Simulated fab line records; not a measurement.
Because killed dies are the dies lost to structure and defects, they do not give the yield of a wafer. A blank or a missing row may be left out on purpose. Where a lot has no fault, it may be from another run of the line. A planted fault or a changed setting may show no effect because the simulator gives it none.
Which of the tools did it? / flow n5 finfet / 24 lots, 72 wafers sampled, at 6 steps of a route of 1938

WHAT THE GAUGES READ, wafer by wafer
N5_BEOL_M5_INSPECT_30: inspects for defects (brightfield). Usual: raw defect count 410, standard deviation 86.
lot=L074; measured=day 8 12:07; on=defect inspect-01; raw defect count=417 418 467; flag=
lot=L076; measured=day 8 17:31; on=defect inspect-01; raw defect count=343 423 427; flag=
lot=L075; measured=day 8 21:16; on=defect inspect-01; raw defect count=423 330 323; flag=
lot=L077; measured=day 9 08:08; on=defect inspect-02; raw defect count=373 457 357; flag=
lot=L078; measured=day 9 14:28; on=defect inspect-02; raw defect count=387 390 496; flag=
lot=L079; measured=day 9 17:02; on=defect inspect-01; raw defect count=284 267 329; flag=
lot=L080; measured=day 10 00:24; on=defect inspect-02; raw defect count=300 367 420; flag=
lot=L081; measured=day 10 00:25; on=defect inspect-02; raw defect count=579 424 411; flag=
lot=L082; measured=day 10 00:29; on=defect inspect-02; raw defect count=395 520 311; flag=
lot=L083; measured=day 10 19:47; on=defect inspect-02; raw defect count=313 425 354; flag=
lot=L085; measured=day 10 22:51; on=defect inspect-01; raw defect count=444 345 450; flag=
lot=L084; measured=day 11 02:08; on=defect inspect-02; raw defect count=430 365 387; flag=
lot=L087; measured=day 11 18:44; on=defect inspect-02; raw defect count=443 378 381; flag=
lot=L089; measured=day 12 03:23; on=defect inspect-02; raw defect count=322 270 251; flag=
lot=L086; measured=day 12 03:27; on=defect inspect-02; raw defect count=350 418 363; flag=
lot=L088; measured=day 12 10:23; on=defect inspect-02; raw defect count=574 602 618; flag=
lot=L090; measured=day 12 17:29; on=defect inspect-02; raw defect count=382 388 448; flag=
lot=L091; measured=day 13 23:34; on=defect inspect-02; raw defect count=521 558 466; flag=
lot=L093; measured=day 14 01:26; on=defect inspect-02; raw defect count=323 406 375; flag=
lot=L094; measured=day 14 05:29; on=defect inspect-01; raw defect count=323 310 298; flag=
lot=L092; measured=day 14 08:20; on=defect inspect-02; raw defect count=342 507 463; flag=
lot=L096; measured=day 15 00:46; on=defect inspect-01; raw defect count=606 488 473; flag=
lot=L095; measured=day 15 00:57; on=defect inspect-01; raw defect count=426 418 412; flag=
lot=L097; measured=day 15 04:19; on=defect inspect-01; raw defect count=493 339 327; flag=

N5_BEOL_M6_CD_MEAS_11: the cd target is 38.5 nm. Usual: cd nm 38.4 nm, standard deviation 0.55.
lot=L074; measured=day 8 21:59; on=cd sem-03; cd nm (nm)=39.0 38.9 39.2; flag=
lot=L076; measured=day 9 02:16; on=cd sem-01; cd nm (nm)=37.8 38.5 38.6; flag=
lot=L075; measured=day 9 09:00; on=cd sem-02; cd nm (nm)=39.4 38.7 39.1; flag=
lot=L077; measured=day 9 22:50; on=cd sem-01; cd nm (nm)=37.6 38.3 39.1; flag=
lot=L078; measured=day 10 01:07; on=cd sem-03; cd nm (nm)=37.9 38.1 37.6; flag=
lot=L079; measured=day 10 03:13; on=cd sem-03; cd nm (nm)=37.7 38.8 39.0; flag=
lot=L080; measured=day 10 11:38; on=cd sem-03; cd nm (nm)=37.6 38.8 37.7; flag=
lot=L081; measured=day 10 12:07; on=cd sem-03; cd nm (nm)=38.9 37.7 37.9; flag=
lot=L082; measured=day 10 12:23; on=cd sem-03; cd nm (nm)=38.5 38.6 39.4; flag=
lot=L083; measured=day 11 07:35; on=cd sem-03; cd nm (nm)=38.2 37.8 38.0; flag=
lot=L085; measured=day 11 09:14; on=cd sem-03; cd nm (nm)=38.8 38.4 38.6; flag=
lot=L084; measured=day 11 11:28; on=cd sem-02; cd nm (nm)=38.4 39.0 38.8; flag=
lot=L087; measured=day 12 04:33; on=cd sem-03; cd nm (nm)=38.5 38.9 38.1; flag=
lot=L089; measured=day 12 16:47; on=cd sem-01; cd nm (nm)=37.5 37.8 37.4; flag=
lot=L086; measured=day 12 17:01; on=cd sem-01; cd nm (nm)=38.9 38.1 37.8; flag=
lot=L088; measured=day 13 01:27; on=cd sem-03; cd nm (nm)=38.5 39.5 38.9; flag=
lot=L090; measured=day 13 09:46; on=cd sem-03; cd nm (nm)=39.3 38.0 38.7; flag=
lot=L091; measured=day 14 09:24; on=cd sem-01; cd nm (nm)=37.9 38.4 38.3; flag=
lot=L093; measured=day 14 13:10; on=cd sem-03; cd nm (nm)=37.8 38.7 39.2; flag=
lot=L094; measured=day 14 16:42; on=cd sem-02; cd nm (nm)=37.7 37.3 38.6; flag=
lot=L092; measured=day 14 20:16; on=cd sem-01; cd nm (nm)=38.1 39.0 38.2; flag=
lot=L096; measured=day 15 12:34; on=cd sem-02; cd nm (nm)=39.7 38.1 38.9; flag=
lot=L095; measured=day 15 12:44; on=cd sem-03; cd nm (nm)=38.3 38.2 39.0; flag=
lot=L097; measured=day 15 16:02; on=cd sem-01; cd nm (nm)=38.5 38.7 38.8; flag=

EACH LOT AND THE TOOL THAT RAN IT (in order: tool; ch and the chambers of the sampled wafers; start)
lot=L074; N5_BEOL_M5_DESCUM_33=rie diel-03 ch 1,3, day 8 12:08; N5_BEOL_M5_ETCH_75=rie diel-03 ch 1,3, day 8 12:11; N5_BEOL_M5_CURE_80=uv cure-01 ch 1, day 8 12:48; N5_BEOL_M5_ANNEAL_51=rtp anneal-01 ch 0, day 8 18:25
lot=L076; N5_BEOL_M5_DESCUM_33=rie diel-03 ch 0,1,3, day 8 17:33; N5_BEOL_M5_ETCH_75=rie diel-03 ch 0,1,3, day 8 17:35; N5_BEOL_M5_CURE_80=uv cure-01 ch 1, day 8 18:13; N5_BEOL_M5_ANNEAL_51=rtp anneal-02 ch 0, day 8 23:56
lot=L075; N5_BEOL_M5_DESCUM_33=rie diel-02 ch 0,1,3, day 8 21:22; N5_BEOL_M5_ETCH_75=rie diel-02 ch 0,1,3, day 8 21:24; N5_BEOL_M5_CURE_80=uv cure-02 ch 1, day 8 21:59; N5_BEOL_M5_ANNEAL_51=rtp anneal-02 ch 0, day 9 05:34
lot=L077; N5_BEOL_M5_DESCUM_33=rie diel-02 ch 0,1, day 9 08:28; N5_BEOL_M5_ETCH_75=rie diel-02 ch 0,1, day 9 08:31; N5_BEOL_M5_CURE_80=uv cure-03 ch 2, day 9 09:16; N5_BEOL_M5_ANNEAL_51=rtp anneal-02 ch 0, day 9 17:11
lot=L078; N5_BEOL_M5_DESCUM_33=rie diel-02 ch 0,2,3, day 9 14:29; N5_BEOL_M5_ETCH_75=rie diel-02 ch 0,2,3, day 9 14:32; N5_BEOL_M5_CURE_80=uv cure-02 ch 1, day 9 15:08; N5_BEOL_M5_ANNEAL_51=rtp anneal-01 ch 0, day 9 22:45
lot=L079; N5_BEOL_M5_DESCUM_33=rie diel-02 ch 0,1,3, day 9 17:23; N5_BEOL_M5_ETCH_75=rie diel-02 ch 0,1,3, day 9 17:25; N5_BEOL_M5_CURE_80=uv cure-03 ch 1, day 9 18:06; N5_BEOL_M5_ANNEAL_51=rtp anneal-02 ch 0, day 10 00:22
lot=L080; N5_BEOL_M5_DESCUM_33=rie diel-02 ch 1,2, day 10 00:26; N5_BEOL_M5_ETCH_75=rie diel-02 ch 1,2, day 10 00:28; N5_BEOL_M5_CURE_80=uv cure-03 ch 1, day 10 01:44; N5_BEOL_M5_ANNEAL_51=rtp anneal-01 ch 0, day 10 07:08
lot=L081; N5_BEOL_M5_DESCUM_33=rie diel-02 ch 0,1,2, day 10 00:52; N5_BEOL_M5_ETCH_75=rie diel-02 ch 0,1,2, day 10 00:54; N5_BEOL_M5_CURE_80=uv cure-03 ch 1, day 10 03:14; N5_BEOL_M5_ANNEAL_51=rtp anneal-01 ch 0, day 10 08:48
lot=L082; N5_BEOL_M5_DESCUM_33=rie diel-01 ch 0,1, day 10 00:54; N5_BEOL_M5_ETCH_75=rie diel-01 ch 0,1, day 10 00:56; N5_BEOL_M5_CURE_80=uv cure-03 ch 1, day 10 03:29; N5_BEOL_M5_ANNEAL_51=rtp anneal-01 ch 0, day 10 09:08
lot=L083; N5_BEOL_M5_DESCUM_33=rie diel-03 ch 1,2, day 10 20:20; N5_BEOL_M5_ETCH_75=rie diel-03 ch 1,2, day 10 20:22; N5_BEOL_M5_CURE_80=uv cure-02 ch 2, day 10 22:36; N5_BEOL_M5_ANNEAL_51=rtp anneal-01 ch 0, day 11 04:10
lot=L085; N5_BEOL_M5_DESCUM_33=rie diel-01 ch 0,3, day 10 22:53; N5_BEOL_M5_ETCH_75=rie diel-01 ch 0,3, day 10 22:55; N5_BEOL_M5_CURE_80=uv cure-03 ch 0, day 10 23:36; N5_BEOL_M5_ANNEAL_51=rtp anneal-01 ch 0, day 11 06:44
lot=L084; N5_BEOL_M5_DESCUM_33=rie diel-03 ch 0,2,3, day 11 02:10; N5_BEOL_M5_ETCH_75=rie diel-03 ch 0,2,3, day 11 02:13; N5_BEOL_M5_CURE_80=uv cure-02 ch 2, day 11 02:50; N5_BEOL_M5_ANNEAL_51=rtp anneal-01 ch 0, day 11 09:13
lot=L087; N5_BEOL_M5_DESCUM_33=rie diel-01 ch 1,2,3, day 11 18:46; N5_BEOL_M5_ETCH_75=rie diel-01 ch 1,2,3, day 11 18:48; N5_BEOL_M5_CURE_80=uv cure-02 ch 2, day 11 19:31; N5_BEOL_M5_ANNEAL_51=rtp anneal-02 ch 0, day 12 01:03
lot=L089; N5_BEOL_M5_DESCUM_33=rie diel-01 ch 0,2,3, day 12 03:25; N5_BEOL_M5_ETCH_75=rie diel-01 ch 0,2,3, day 12 03:27; N5_BEOL_M5_CURE_80=uv cure-02 ch 0, day 12 04:02; N5_BEOL_M5_ANNEAL_51=rtp anneal-01 ch 0, day 12 09:34
lot=L086; N5_BEOL_M5_DESCUM_33=rie diel-03 ch 1,2, day 12 03:29; N5_BEOL_M5_ETCH_75=rie diel-03 ch 1,2, day 12 03:31; N5_BEOL_M5_CURE_80=uv cure-03 ch 2, day 12 04:22; N5_BEOL_M5_ANNEAL_51=rtp anneal-02 ch 0, day 12 10:05
lot=L088; N5_BEOL_M5_DESCUM_33=rie diel-01 ch 0,2, day 12 10:53; N5_BEOL_M5_ETCH_75=rie diel-01 ch 0,2, day 12 10:56; N5_BEOL_M5_CURE_80=uv cure-03 ch 1, day 12 11:58; N5_BEOL_M5_ANNEAL_51=rtp anneal-01 ch 0, day 12 21:47
lot=L090; N5_BEOL_M5_DESCUM_33=rie diel-01 ch 0,2, day 12 17:31; N5_BEOL_M5_ETCH_75=rie diel-01 ch 0,2, day 12 17:33; N5_BEOL_M5_CURE_80=uv cure-03 ch 2, day 12 19:26; N5_BEOL_M5_ANNEAL_51=rtp anneal-02 ch 0, day 13 02:10
lot=L091; N5_BEOL_M5_DESCUM_33=rie diel-01 ch 0,1,2, day 13 23:36; N5_BEOL_M5_ETCH_75=rie diel-01 ch 0,1,2, day 13 23:38; N5_BEOL_M5_CURE_80=uv cure-03 ch 1, day 14 00:16; N5_BEOL_M5_ANNEAL_51=rtp anneal-01 ch 0, day 14 05:58
lot=L093; N5_BEOL_M5_DESCUM_33=rie diel-03 ch 2,3, day 14 01:51; N5_BEOL_M5_ETCH_75=rie diel-03 ch 2,3, day 14 01:53; N5_BEOL_M5_CURE_80=uv cure-02 ch 2, day 14 02:28; N5_BEOL_M5_ANNEAL_51=rtp anneal-01 ch 0, day 14 08:45
lot=L094; N5_BEOL_M5_DESCUM_33=rie diel-03 ch 0,1,2, day 14 05:33; N5_BEOL_M5_ETCH_75=rie diel-03 ch 0,1,2, day 14 05:35; N5_BEOL_M5_CURE_80=uv cure-02 ch 2, day 14 06:13; N5_BEOL_M5_ANNEAL_51=rtp anneal-02 ch 0, day 14 12:45
lot=L092; N5_BEOL_M5_DESCUM_33=rie diel-02 ch 0,2,3, day 14 08:23; N5_BEOL_M5_ETCH_75=rie diel-02 ch 0,2,3, day 14 08:25; N5_BEOL_M5_CURE_80=uv cure-01 ch 0, day 14 09:09; N5_BEOL_M5_ANNEAL_51=rtp anneal-02 ch 0, day 14 16:50
lot=L096; N5_BEOL_M5_DESCUM_33=rie diel-03 ch 0,1,3, day 15 00:52; N5_BEOL_M5_ETCH_75=rie diel-03 ch 0,1,3, day 15 00:54; N5_BEOL_M5_CURE_80=uv cure-01 ch 1, day 15 01:29; N5_BEOL_M5_ANNEAL_51=rtp anneal-01 ch 0, day 15 07:32
lot=L095; N5_BEOL_M5_DESCUM_33=rie diel-02 ch 0,2,3, day 15 01:09; N5_BEOL_M5_ETCH_75=rie diel-02 ch 0,2,3, day 15 01:11; N5_BEOL_M5_CURE_80=uv cure-03 ch 1, day 15 01:50; N5_BEOL_M5_ANNEAL_51=rtp anneal-01 ch 0, day 15 08:14
lot=L097; N5_BEOL_M5_DESCUM_33=rie diel-01 ch 0,2,3, day 15 04:21; N5_BEOL_M5_ETCH_75=rie diel-01 ch 0,2,3, day 15 04:23; N5_BEOL_M5_CURE_80=uv cure-03 ch 1, day 15 04:58; N5_BEOL_M5_ANNEAL_51=rtp anneal-01 ch 0, day 15 11:37
- N5_BEOL_M5_DESCUM_33: chemistry O2, time 7 s.
- N5_BEOL_M5_ETCH_75: etches underlayer in N2/H2, target depth 6.5 nm, time 5.2 s.
- N5_BEOL_M5_CURE_80: cures SiCOH lowk, time 120 s.
- N5_BEOL_M5_ANNEAL_51: time 90 s.

AS READ BY THE TOOLS THEMSELVES (means over the sampled wafers that have a number; for cases with no such wafer, the mark the record gives instead)
N5_BEOL_M5_DESCUM_33. Usual: drypump motor current A 5.9 A, standard deviation 0.51; oes product au 0.81 a.u., standard deviation 0.088; rf vpp V 243.2 V, standard deviation 1.3; showerhead plenum p Torr 2.09 Torr, standard deviation 0.067; throttle valve pct 20.31 %, standard deviation 0.25.
lot=L074; tool=rie diel-03; drypump motor current A (A)=6.4; oes product au (a.u.)=0.86; rf vpp V (V)=244.1; showerhead plenum p Torr (Torr)=2.15; throttle valve pct (%)=20.38; flag=
lot=L076; tool=rie diel-03; drypump motor current A (A)=5.9; oes product au (a.u.)=0.81; rf vpp V (V)=244.1; showerhead plenum p Torr (Torr)=2.13; throttle valve pct (%)=20.37; flag=
lot=L075; tool=rie diel-02; drypump motor current A (A)=5.7; oes product au (a.u.)=0.77; rf vpp V (V)=241.7; showerhead plenum p Torr (Torr)=2.00; throttle valve pct (%)=20.53; flag=
lot=L077; tool=rie diel-02; drypump motor current A (A)=5.5; oes product au (a.u.)=0.85; rf vpp V (V)=241.3; showerhead plenum p Torr (Torr)=2.02; throttle valve pct (%)=20.42; flag=
lot=L078; tool=rie diel-02; drypump motor current A (A)=6.1; oes product au (a.u.)=0.85; rf vpp V (V)=242.2; showerhead plenum p Torr (Torr)=2.02; throttle valve pct (%)=20.39; flag=
lot=L079; tool=rie diel-02; drypump motor current A (A)=5.7; oes product au (a.u.)=0.76; rf vpp V (V)=241.5; showerhead plenum p Torr (Torr)=2.00; throttle valve pct (%)=20.53; flag=
lot=L080; tool=rie diel-02; drypump motor current A (A)=5.6; oes product au (a.u.)=0.78; rf vpp V (V)=242.2; showerhead plenum p Torr (Torr)=2.00; throttle valve pct (%)=20.65; flag=
lot=L081; tool=rie diel-02; drypump motor current A (A)=5.7; oes product au (a.u.)=0.85; rf vpp V (V)=242.3; showerhead plenum p Torr (Torr)=2.02; throttle valve pct (%)=20.46; flag=
lot=L082; tool=rie diel-01; drypump motor current A (A)=6.0; oes product au (a.u.)=0.86; rf vpp V (V)=244.3; showerhead plenum p Torr (Torr)=2.18; throttle valve pct (%)=20.01; flag=
lot=L083; tool=rie diel-03; drypump motor current A (A)=6.0; oes product au (a.u.)=0.72; rf vpp V (V)=244.6; showerhead plenum p Torr (Torr)=2.13; throttle valve pct (%)=20.64; flag=
lot=L085; tool=rie diel-01; drypump motor current A (A)=6.1; oes product au (a.u.)=0.84; rf vpp V (V)=243.1; showerhead plenum p Torr (Torr)=2.08; throttle valve pct (%)=20.09; flag=
lot=L084; tool=rie diel-03; drypump motor current A (A)=5.8; oes product au (a.u.)=0.79; rf vpp V (V)=243.7; showerhead plenum p Torr (Torr)=2.10; throttle valve pct (%)=20.22; flag=
lot=L087; tool=rie diel-01; drypump motor current A (A)=5.6; oes product au (a.u.)=0.87; rf vpp V (V)=243.7; showerhead plenum p Torr (Torr)=2.13; throttle valve pct (%)=20.12; flag=
lot=L089; tool=rie diel-01; drypump motor current A (A)=5.8; oes product au (a.u.)=0.84; rf vpp V (V)=243.2; showerhead plenum p Torr (Torr)=2.09; throttle valve pct (%)=20.15; flag=
lot=L086; tool=rie diel-03; drypump motor current A (A)=5.9; oes product au (a.u.)=0.72; rf vpp V (V)=243.3; showerhead plenum p Torr (Torr)=2.11; throttle valve pct (%)=20.47; flag=
lot=L088; tool=rie diel-01; drypump motor current A (A)=6.2; oes product au (a.u.)=0.80; rf vpp V (V)=243.3; showerhead plenum p Torr (Torr)=2.10; throttle valve pct (%)=20.17; flag=
lot=L090; tool=rie diel-01; drypump motor current A (A)=6.2; oes product au (a.u.)=0.79; rf vpp V (V)=243.8; showerhead plenum p Torr (Torr)=2.10; throttle valve pct (%)=20.17; flag=
lot=L091; tool=rie diel-01; drypump motor current A (A)=6.0; oes product au (a.u.)=0.81; rf vpp V (V)=244.2; showerhead plenum p Torr (Torr)=2.14; throttle valve pct (%)=20.15; flag=
lot=L093; tool=rie diel-03; drypump motor current A (A)=6.3; oes product au (a.u.)=0.79; rf vpp V (V)=244.0; showerhead plenum p Torr (Torr)=2.11; throttle valve pct (%)=20.26; flag=
lot=L094; tool=rie diel-03; drypump motor current A (A)=5.6; oes product au (a.u.)=0.71; rf vpp V (V)=242.7; showerhead plenum p Torr (Torr)=2.10; throttle valve pct (%)=20.47; flag=
lot=L092; tool=rie diel-02; drypump motor current A (A)=6.1; oes product au (a.u.)=0.91; rf vpp V (V)=243.3; showerhead plenum p Torr (Torr)=2.10; throttle valve pct (%)=20.29; flag=
lot=L096; tool=rie diel-03; drypump motor current A (A)=5.8; oes product au (a.u.)=0.74; rf vpp V (V)=244.3; showerhead plenum p Torr (Torr)=2.11; throttle valve pct (%)=20.45; flag=
lot=L095; tool=rie diel-02; drypump motor current A (A)=6.1; oes product au (a.u.)=0.89; rf vpp V (V)=243.9; showerhead plenum p Torr (Torr)=2.10; throttle valve pct (%)=20.31; flag=
lot=L097; tool=rie diel-01; drypump motor current A (A)=5.9; oes product au (a.u.)=0.81; rf vpp V (V)=242.5; showerhead plenum p Torr (Torr)=2.08; throttle valve pct (%)=20.19; flag=

N5_BEOL_M5_ETCH_75. Usual: drypump motor current A 5.9 A, standard deviation 0.51; etch rf on time s 5.15 s, standard deviation 0.11; oes product au 0.70 a.u., standard deviation 0.077; rf vpp V 523.8 V, standard deviation 2.4; showerhead plenum p Torr 2.54 Torr, standard deviation 0.082; throttle valve pct 17.75 %, standard deviation 0.3.
lot=L074; tool=rie diel-03; drypump motor current A (A)=6.4; etch rf on time s (s)=5.03; oes product au (a.u.)=0.73; rf vpp V (V)=525.8; showerhead plenum p Torr (Torr)=2.61; throttle valve pct (%)=17.79; flag=
lot=L076; tool=rie diel-03; drypump motor current A (A)=5.9; etch rf on time s (s)=5.08; oes product au (a.u.)=0.69; rf vpp V (V)=526.1; showerhead plenum p Torr (Torr)=2.59; throttle valve pct (%)=17.81; flag=
lot=L075; tool=rie diel-02; drypump motor current A (A)=5.7; etch rf on time s (s)=5.17; oes product au (a.u.)=0.66; rf vpp V (V)=521.2; showerhead plenum p Torr (Torr)=2.44; throttle valve pct (%)=17.98; flag=
lot=L077; tool=rie diel-02; drypump motor current A (A)=5.5; etch rf on time s (s)=5.11; oes product au (a.u.)=0.72; rf vpp V (V)=521.9; showerhead plenum p Torr (Torr)=2.46; throttle valve pct (%)=17.80; flag=
lot=L078; tool=rie diel-02; drypump motor current A (A)=6.1; etch rf on time s (s)=5.08; oes product au (a.u.)=0.73; rf vpp V (V)=521.8; showerhead plenum p Torr (Torr)=2.46; throttle valve pct (%)=17.84; flag=
lot=L079; tool=rie diel-02; drypump motor current A (A)=5.7; etch rf on time s (s)=5.15; oes product au (a.u.)=0.66; rf vpp V (V)=520.5; showerhead plenum p Torr (Torr)=2.44; throttle valve pct (%)=17.98; flag=
lot=L080; tool=rie diel-02; drypump motor current A (A)=5.6; etch rf on time s (s)=5.27; oes product au (a.u.)=0.66; rf vpp V (V)=519.6; showerhead plenum p Torr (Torr)=2.44; throttle valve pct (%)=18.05; flag=
lot=L081; tool=rie diel-02; drypump motor current A (A)=5.7; etch rf on time s (s)=5.16; oes product au (a.u.)=0.73; rf vpp V (V)=521.8; showerhead plenum p Torr (Torr)=2.46; throttle valve pct (%)=17.87; flag=
lot=L082; tool=rie diel-01; drypump motor current A (A)=6.0; etch rf on time s (s)=5.11; oes product au (a.u.)=0.74; rf vpp V (V)=526.5; showerhead plenum p Torr (Torr)=2.65; throttle valve pct (%)=17.47; flag=
lot=L083; tool=rie diel-03; drypump motor current A (A)=5.9; etch rf on time s (s)=5.22; oes product au (a.u.)=0.61; rf vpp V (V)=525.1; showerhead plenum p Torr (Torr)=2.60; throttle valve pct (%)=18.14; flag=
lot=L085; tool=rie diel-01; drypump motor current A (A)=6.1; etch rf on time s (s)=5.16; oes product au (a.u.)=0.72; rf vpp V (V)=523.5; showerhead plenum p Torr (Torr)=2.53; throttle valve pct (%)=17.50; flag=
lot=L084; tool=rie diel-03; drypump motor current A (A)=5.8; etch rf on time s (s)=5.20; oes product au (a.u.)=0.67; rf vpp V (V)=524.1; showerhead plenum p Torr (Torr)=2.56; throttle valve pct (%)=17.65; flag=
lot=L087; tool=rie diel-01; drypump motor current A (A)=5.6; etch rf on time s (s)=5.02; oes product au (a.u.)=0.74; rf vpp V (V)=525.6; showerhead plenum p Torr (Torr)=2.59; throttle valve pct (%)=17.50; flag=
lot=L089; tool=rie diel-01; drypump motor current A (A)=5.9; etch rf on time s (s)=5.10; oes product au (a.u.)=0.71; rf vpp V (V)=524.9; showerhead plenum p Torr (Torr)=2.54; throttle valve pct (%)=17.58; flag=
lot=L086; tool=rie diel-03; drypump motor current A (A)=5.9; etch rf on time s (s)=5.26; oes product au (a.u.)=0.61; rf vpp V (V)=524.4; showerhead plenum p Torr (Torr)=2.57; throttle valve pct (%)=17.98; flag=
lot=L088; tool=rie diel-01; drypump motor current A (A)=6.2; etch rf on time s (s)=5.21; oes product au (a.u.)=0.69; rf vpp V (V)=523.4; showerhead plenum p Torr (Torr)=2.57; throttle valve pct (%)=17.74; flag=
lot=L090; tool=rie diel-01; drypump motor current A (A)=6.2; etch rf on time s (s)=5.23; oes product au (a.u.)=0.67; rf vpp V (V)=524.5; showerhead plenum p Torr (Torr)=2.57; throttle valve pct (%)=17.74; flag=
lot=L091; tool=rie diel-01; drypump motor current A (A)=6.0; etch rf on time s (s)=5.16; oes product au (a.u.)=0.69; rf vpp V (V)=523.9; showerhead plenum p Torr (Torr)=2.60; throttle valve pct (%)=17.66; flag=
lot=L093; tool=rie diel-03; drypump motor current A (A)=6.3; etch rf on time s (s)=5.10; oes product au (a.u.)=0.68; rf vpp V (V)=524.3; showerhead plenum p Torr (Torr)=2.57; throttle valve pct (%)=17.68; flag=
lot=L094; tool=rie diel-03; drypump motor current A (A)=5.6; etch rf on time s (s)=5.24; oes product au (a.u.)=0.61; rf vpp V (V)=524.3; showerhead plenum p Torr (Torr)=2.56; throttle valve pct (%)=17.95; flag=
lot=L092; tool=rie diel-02; drypump motor current A (A)=6.1; etch rf on time s (s)=5.08; oes product au (a.u.)=0.78; rf vpp V (V)=524.4; showerhead plenum p Torr (Torr)=2.56; throttle valve pct (%)=17.72; flag=
lot=L096; tool=rie diel-03; drypump motor current A (A)=5.9; etch rf on time s (s)=5.23; oes product au (a.u.)=0.64; rf vpp V (V)=525.5; showerhead plenum p Torr (Torr)=2.57; throttle valve pct (%)=17.88; flag=
lot=L095; tool=rie diel-02; drypump motor current A (A)=6.1; etch rf on time s (s)=5.13; oes product au (a.u.)=0.76; rf vpp V (V)=523.3; showerhead plenum p Torr (Torr)=2.56; throttle valve pct (%)=17.74; flag=
lot=L097; tool=rie diel-01; drypump motor current A (A)=5.9; etch rf on time s (s)=5.18; oes product au (a.u.)=0.69; rf vpp V (V)=525.0; showerhead plenum p Torr (Torr)=2.53; throttle valve pct (%)=17.63; flag=

N5_BEOL_M5_CURE_80. Usual: lamp power pct 52.32 %, standard deviation 0.054; wafer_temp_C_max 371.6, standard deviation 0.57.
lot=L074; tool=uv cure-01; lamp power pct (%)=52.30; wafer_temp_C_max=370.8; flag=
lot=L076; tool=uv cure-01; lamp power pct (%)=52.32; wafer_temp_C_max=370.8; flag=
lot=L075; tool=uv cure-02; lamp power pct (%)=52.30; wafer_temp_C_max=371.6; flag=
lot=L077; tool=uv cure-03; lamp power pct (%)=52.36; wafer_temp_C_max=372.2; flag=
lot=L078; tool=uv cure-02; lamp power pct (%)=52.29; wafer_temp_C_max=371.7; flag=
lot=L079; tool=uv cure-03; lamp power pct (%)=52.28; wafer_temp_C_max=371.5; flag=
lot=L080; tool=uv cure-03; lamp power pct (%)=52.30; wafer_temp_C_max=371.4; flag=
lot=L081; tool=uv cure-03; lamp power pct (%)=52.31; wafer_temp_C_max=371.7; flag=
lot=L082; tool=uv cure-03; lamp power pct (%)=52.33; wafer_temp_C_max=371.4; flag=
lot=L083; tool=uv cure-02; lamp power pct (%)=52.38; wafer_temp_C_max=371.5; flag=
lot=L085; tool=uv cure-03; lamp power pct (%)=52.29; wafer_temp_C_max=372.0; flag=
lot=L084; tool=uv cure-02; lamp power pct (%)=52.25; wafer_temp_C_max=371.7; flag=
lot=L087; tool=uv cure-02; lamp power pct (%)=52.32; wafer_temp_C_max=371.4; flag=
lot=L089; tool=uv cure-02; lamp power pct (%)=52.28; wafer_temp_C_max=371.1; flag=
lot=L086; tool=uv cure-03; lamp power pct (%)=52.31; wafer_temp_C_max=372.2; flag=
lot=L088; tool=uv cure-03; lamp power pct (%)=52.31; wafer_temp_C_max=371.2; flag=
lot=L090; tool=uv cure-03; lamp power pct (%)=52.33; wafer_temp_C_max=372.2; flag=
lot=L091; tool=uv cure-03; lamp power pct (%)=52.36; wafer_temp_C_max=371.6; flag=
lot=L093; tool=uv cure-02; lamp power pct (%)=52.32; wafer_temp_C_max=371.6; flag=
lot=L094; tool=uv cure-02; lamp power pct (%)=52.35; wafer_temp_C_max=372.0; flag=
lot=L092; tool=uv cure-01; lamp power pct (%)=52.32; wafer_temp_C_max=370.7; flag=
lot=L096; tool=uv cure-01; lamp power pct (%)=52.31; wafer_temp_C_max=370.9; flag=
lot=L095; tool=uv cure-03; lamp power pct (%)=52.32; wafer_temp_C_max=371.7; flag=
lot=L097; tool=uv cure-03; lamp power pct (%)=52.31; wafer_temp_C_max=371.5; flag=

N5_BEOL_M5_ANNEAL_51. Usual: wafer_temp_C_max 226.7, standard deviation 0.45.
lot=L074; tool=rtp anneal-01; wafer_temp_C_max=226.4; flag=
lot=L076; tool=rtp anneal-02; wafer_temp_C_max=226.6; flag=
lot=L075; tool=rtp anneal-02; wafer_temp_C_max=226.3; flag=
lot=L077; tool=rtp anneal-02; wafer_temp_C_max=226.1; flag=
lot=L078; tool=rtp anneal-01; wafer_temp_C_max=227.4; flag=
lot=L079; tool=rtp anneal-02; wafer_temp_C_max=226.3; flag=
lot=L080; tool=rtp anneal-01; wafer_temp_C_max=226.8; flag=
lot=L081; tool=rtp anneal-01; wafer_temp_C_max=226.8; flag=
lot=L082; tool=rtp anneal-01; wafer_temp_C_max=226.9; flag=
lot=L083; tool=rtp anneal-01; wafer_temp_C_max=226.8; flag=
lot=L085; tool=rtp anneal-01; wafer_temp_C_max=227.4; flag=
lot=L084; tool=rtp anneal-01; wafer_temp_C_max=226.6; flag=
lot=L087; tool=rtp anneal-02; wafer_temp_C_max=226.3; flag=
lot=L089; tool=rtp anneal-01; wafer_temp_C_max=226.9; flag=
lot=L086; tool=rtp anneal-02; wafer_temp_C_max=226.2; flag=
lot=L088; tool=rtp anneal-01; wafer_temp_C_max=226.9; flag=
lot=L090; tool=rtp anneal-02; wafer_temp_C_max=226.6; flag=
lot=L091; tool=rtp anneal-01; wafer_temp_C_max=226.5; flag=
lot=L093; tool=rtp anneal-01; wafer_temp_C_max=227.0; flag=
lot=L094; tool=rtp anneal-02; wafer_temp_C_max=226.2; flag=
lot=L092; tool=rtp anneal-02; wafer_temp_C_max=226.4; flag=
lot=L096; tool=rtp anneal-01; wafer_temp_C_max=226.6; flag=
lot=L095; tool=rtp anneal-01; wafer_temp_C_max=227.2; flag=
lot=L097; tool=rtp anneal-01; wafer_temp_C_max=227.2; flag=

THE ANSWER, worked out from the rows above alone
Rule: a lot counts as off when the mean over its wafers that have a number is more than 3 standard deviations away from the usual mean. A lot without any number at a reading at which 4 lots or more have one is off too. Any other lot the step has rows for is counted as sound. The gauges are gone through in route order, then the tools' own readings, and for those a lot's mean is taken as printed above. At the first step where some lot is off, the reading lying furthest off is the one used; lots without a number count as furthest.
Nothing can be told from this: no lot is off at any reading shown.

WHAT THE SIMULATOR PUT IN
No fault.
